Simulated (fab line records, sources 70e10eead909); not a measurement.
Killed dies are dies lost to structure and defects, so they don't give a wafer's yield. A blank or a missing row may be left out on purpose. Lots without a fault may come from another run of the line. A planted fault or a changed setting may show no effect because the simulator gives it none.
Tool commonality check | flow nand_harc | 1 lot, 3 wafers sampled

WHY IT WAS OPENED
At NHARC_END_SORT_01 the reading killed_at_periphery is flagged on 1 of 1 lot. Wafers without a fault read 3.5, standard deviation 2.8.
Rule: a lot is flagged when every wafer of it that has a number lies more than 4 standard deviations from that mean, or none has a number. The other lots count as sound.

lot  | measured     | on        | killed_at_periphery, wafer by wafer | flag
L143 | day 22 19:23 | prober-01 | 658 660 652                         | FLAGGED
The numbers of the flagged lots are 656.7 on average: +653.2 against the usual, or +99 or more standard deviations.

WHICH TOOL RAN EACH LOT
The record holds 2 process steps before the reading, out of a route of 1159 steps. In each cell: the tool, then ch and the chambers that the sampled wafers went through, then the start.
lot  | flag    | NHARC_P_ZERO_WELL_EXPOSE_49      | NHARC_P_STI_ETCH_15
L143 | FLAGGED | krf_scanner-04 ch 0, day 5 05:37 | no row
What these steps do:
- NHARC_P_ZERO_WELL_EXPOSE_49: exposes mask P HVPW, target cd 2000 nm.
- NHARC_P_STI_ETCH_15: etches the open film in HBr/Cl2, target depth 300 nm, time 100.1 s.
- NHARC_END_SORT_01

FLAGGED OVER TOTAL, TOOL BY TOOL (the gauges that took the reading come last)
step                        | tool           | lots run | flagged | share of the flagged lots | sound lots run after its first flagged lot
NHARC_P_ZERO_WELL_EXPOSE_49 | krf_scanner-04 | 1        | 1       | all                       | 0
NHARC_END_SORT_01           | prober-01      | 1        | 1       | all                       | 0

WHAT THE TABLE ALLOWS
2 rows of the table ran every flagged lot: krf_scanner-04 at NHARC_P_ZERO_WELL_EXPOSE_49, prober-01 at NHARC_END_SORT_01.
- krf_scanner-04 at NHARC_P_ZERO_WELL_EXPOSE_49: 1 of its 1 lot flagged. It ran no sound lot before its first flagged lot in this sample, so the start can't be narrowed down.
- prober-01 at NHARC_END_SORT_01: 1 of its 1 lot flagged. It ran no sound lot before its first flagged lot in this sample, so the start can't be narrowed down.
Counting lots can't tell these 2 tools apart, because each fits a fault that began at some hour. More lots, or a look at what each step does to the wafer, might.

WHAT THE SIMULATOR HAD PUT IN
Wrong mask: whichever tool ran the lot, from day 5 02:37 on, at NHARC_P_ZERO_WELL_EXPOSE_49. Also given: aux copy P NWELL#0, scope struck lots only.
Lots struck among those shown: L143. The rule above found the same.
